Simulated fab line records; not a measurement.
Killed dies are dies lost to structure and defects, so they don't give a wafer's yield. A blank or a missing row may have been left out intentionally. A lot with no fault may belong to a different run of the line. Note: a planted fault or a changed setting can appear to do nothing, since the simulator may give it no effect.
A lot that was struck, set against a sound lot -- flow nand harc -- 14 steps out of a route of 1302
Sound: these wafers, L410.1, L410.3, L410.6. The struck wafers were L412.1, L412.5, L412.6. The cause comes at the end.
Each step with rows lists, per side, the tool, then ch with its chambers, then its first start. Under that, the readings that differ: sound wafers -- struck wafers -- difference of the means -- sigmas: that difference in standard deviations of wafers without a fault.
alike: same words and numbers on both sides, and readings whose means sit less than 2 such deviations apart. not compared: any withheld reading, any reading some wafer has no value for, any bound like >300 that may hide the same value, and any number with overlapping values for which the record gives no deviation.
The two part at a step that has a row with sigmas, a row that says differs or no value, or rows on one side only. Numbers that have no deviation but don't overlap get no sigmas and don't part them. Lack of a reading on every wafer of one side parts them only where that side has two or more wafers.

NHARC_A_SGD_CUT_STRIP_28: strips in O2, time 20 s.
  sound on rie diel-05 ch 0,1; struck on rie diel-05 ch 0,1,3
  alike: drypump motor current A, oes product au, rf vpp V, showerhead plenum p Torr, throttle valve pct
  not compared: rf hours counter h
NHARC_A_SGD_CUT_INSPECT_25:
  sound: defect inspect-02 at day 22 20:06; struck: defect inspect-01 at day 23 08:32
  alike: raw defect count
NHARC_A_SLIT_DEP_25: deposits SiO2, target thk 200 nm.
  sound on pecvd-02 ch 0,1,2, day 22 20:12; struck on pecvd-01 ch 0,1, day 23 08:40
  alike: heater power w, susceptor temp C, throttle valve pct
  not compared: since wet clean h
NHARC_A_SLIT_DEP_00: deposits aC, target thk 6200 nm.
  sound on acl dep-02 ch 0, day 22 20:30; struck on acl dep-01 ch 0, day 23 08:56
reading,sound,struck,difference,sigmas
susceptor temp C (C),400.13 400.41 399.99,- - -,no value on the struck wafers,
  alike: throttle valve pct
NHARC_A_SLIT_DEP_23: deposits SiON, target thk 100 nm.
  sound on pecvd-01 ch 1,2, day 23 00:19; struck on pecvd-02 ch 1,2, day 23 12:43
  alike: heater power w, susceptor temp C
  not compared: since wet clean h
then, 7 steps without rows for these wafers: NHARC_A_SLIT_DEHYDRATE_01 (time 120 s); NHARC_A_SLIT_HMDS_02 (time 30 s); NHARC_A_SLIT_COAT_03 (resist thk 90 nm); NHARC_A_SLIT_SOFTBAKE_04 (time 55 s); NHARC_A_SLIT_EBR_05; NHARC_A_SLIT_EXPOSE_06 (exposes mask SLIT); NHARC_A_SLIT_PEB_07 (peb time 65 s).
NHARC_A_SLIT_DEVELOP_08: develop time 35 s.
  struck on litho track-01, day 23 13:00; sound on litho track-06 ch 0, day 23 00:00
  no value came back on the struck wafers for chill plate temp C (C), develop time s (s); on the sound wafers chill plate temp C (C) reads 23.13 23.04 22.93
NHARC_A_SLIT_CD_MEAS_09: the cd target is 300 nm.
  sound on cd sem-02 ch 0, day 23 00:59; struck on cd sem-02 ch 0, day 23 13:13
reading,sound,struck,difference,sigmas
cd nm (nm),300.1 300.0 300.4,- - -,no value on the struck wafers,

== WHERE THEY PART ==
At NHARC_A_SLIT_DEP_00 first; at NHARC_A_SLIT_CD_MEAS_09 last (within this record only).

WHY: the cause the simulator had injected
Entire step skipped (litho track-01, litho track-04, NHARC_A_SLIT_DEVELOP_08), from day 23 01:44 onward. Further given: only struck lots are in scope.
